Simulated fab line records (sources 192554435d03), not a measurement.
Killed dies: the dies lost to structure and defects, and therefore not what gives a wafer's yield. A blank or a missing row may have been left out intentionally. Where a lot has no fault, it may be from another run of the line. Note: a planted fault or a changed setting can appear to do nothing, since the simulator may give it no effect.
Matching of chambers / flow n5_finfet / N5_BEOL_M8_DESCUM_16 on rie_diel-05: 4 sister chambers
The step chemistry O2, time 7.9 s. 16 wafers are shown with their chamber, then 8 later ones without.

== WAFERS, EACH WITH ITS CHAMBER ==
wafer=L075.2; chamber=3; drypump_motor_current_A (A)=6.2; throttle_valve_pct (%)=20.50; oes_product_au (a.u.)=0.70
wafer=L075.3; chamber=1; drypump_motor_current_A (A)=6.5; throttle_valve_pct (%)=19.99; oes_product_au (a.u.)=0.70
wafer=L075.5; chamber=3; drypump_motor_current_A (A)=6.2; throttle_valve_pct (%)=20.50; oes_product_au (a.u.)=0.71
wafer=L081.2; chamber=1; drypump_motor_current_A (A)=6.5; throttle_valve_pct (%)=20.02; oes_product_au (a.u.)=0.68
wafer=L081.5; chamber=1; drypump_motor_current_A (A)=6.5; throttle_valve_pct (%)=20.03; oes_product_au (a.u.)=0.69
wafer=L081.6; chamber=0; drypump_motor_current_A (A)=5.6; throttle_valve_pct (%)=20.51; oes_product_au (a.u.)=0.97
wafer=L082.1; chamber=0; drypump_motor_current_A (A)=5.6; throttle_valve_pct (%)=20.51; oes_product_au (a.u.)=0.95
wafer=L082.5; chamber=1; drypump_motor_current_A (A)=6.5; throttle_valve_pct (%)=20.02; oes_product_au (a.u.)=0.69
wafer=L082.6; chamber=3; drypump_motor_current_A (A)=6.3; throttle_valve_pct (%)=20.24; oes_product_au (a.u.)=0.97
wafer=L083.1; chamber=1; drypump_motor_current_A (A)=6.5; throttle_valve_pct (%)=20.04; oes_product_au (a.u.)=0.68
wafer=L083.3; chamber=3; drypump_motor_current_A (A)=6.3; throttle_valve_pct (%)=20.26; oes_product_au (a.u.)=0.94
wafer=L083.4; chamber=0; drypump_motor_current_A (A)=5.6; throttle_valve_pct (%)=20.51; oes_product_au (a.u.)=0.94
wafer=L088.1; chamber=0; drypump_motor_current_A (A)=5.6; throttle_valve_pct (%)=20.54; oes_product_au (a.u.)=0.92
wafer=L088.3; chamber=2; drypump_motor_current_A (A)=5.6; throttle_valve_pct (%)=20.72; oes_product_au (a.u.)=0.69
wafer=L088.6; chamber=0; drypump_motor_current_A (A)=5.5; throttle_valve_pct (%)=20.54; oes_product_au (a.u.)=0.92
wafer=L091.1; chamber=0; drypump_motor_current_A (A)=5.6; throttle_valve_pct (%)=20.57; oes_product_au (a.u.)=0.90

SIGNATURES, as means of the wafers listed above
reading=drypump_motor_current_A; chamber 0=5.583; chamber 1=6.500; chamber 2=5.600; chamber 3=6.250; scatter within a chamber=0.0391
reading=throttle_valve_pct; chamber 0=20.5300; chamber 1=20.0200; chamber 2=20.7200; chamber 3=20.3750; scatter within a chamber=0.0748
reading=oes_product_au; chamber 0=0.9333; chamber 1=0.6880; chamber 2=0.6900; chamber 3=0.8300; scatter within a chamber=0.0744
Rule: for a wafer and a chamber, the distance is found by dividing, reading by reading, the gap between the wafer's reading and the chamber's mean by the reading's scatter, squaring, summing and taking the root. If the next closest chamber is less than 2 further off than the closest, the wafer can't be placed; otherwise it belongs to the closest. How the scatter is found: for the shown wafers, subtract from each reading the mean of its chamber, square and add these, divide the total by (wafers less chambers), then take the root.

== WAFERS MISSING THEIR CHAMBER ==
wafer=L091.5; drypump_motor_current_A (A)=5.6; throttle_valve_pct (%)=20.55; oes_product_au (a.u.)=0.91
wafer=L091.6; drypump_motor_current_A (A)=5.6; throttle_valve_pct (%)=20.73; oes_product_au (a.u.)=0.68
wafer=L093.2; drypump_motor_current_A (A)=6.5; throttle_valve_pct (%)=19.61; oes_product_au (a.u.)=0.98
wafer=L093.4; drypump_motor_current_A (A)=6.2; throttle_valve_pct (%)=20.28; oes_product_au (a.u.)=0.88
wafer=L093.5; drypump_motor_current_A (A)=6.5; throttle_valve_pct (%)=19.61; oes_product_au (a.u.)=0.97
wafer=L095.1; drypump_motor_current_A (A)=6.2; throttle_valve_pct (%)=20.30; oes_product_au (a.u.)=0.87
wafer=L095.4; drypump_motor_current_A (A)=5.6; throttle_valve_pct (%)=20.58; oes_product_au (a.u.)=0.87
wafer=L095.5; drypump_motor_current_A (A)=5.6; throttle_valve_pct (%)=20.57; oes_product_au (a.u.)=0.88

== CHAMBER TAKEN BY EACH ==
wafer=L091.5; from the rows above=0; in truth=0
wafer=L091.6; from the rows above=2; in truth=2
wafer=L093.2; from the rows above=1; in truth=1
wafer=L093.4; from the rows above=3; in truth=3
wafer=L093.5; from the rows above=1; in truth=1
wafer=L095.1; from the rows above=3; in truth=3
wafer=L095.4; from the rows above=can't be placed: 0 or 2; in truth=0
wafer=L095.5; from the rows above=0; in truth=0
Correctly placed: 7 of 8. Unplaceable from these rows: 1, with the true chamber sitting among the candidates in 1. Wrongly placed: 0.
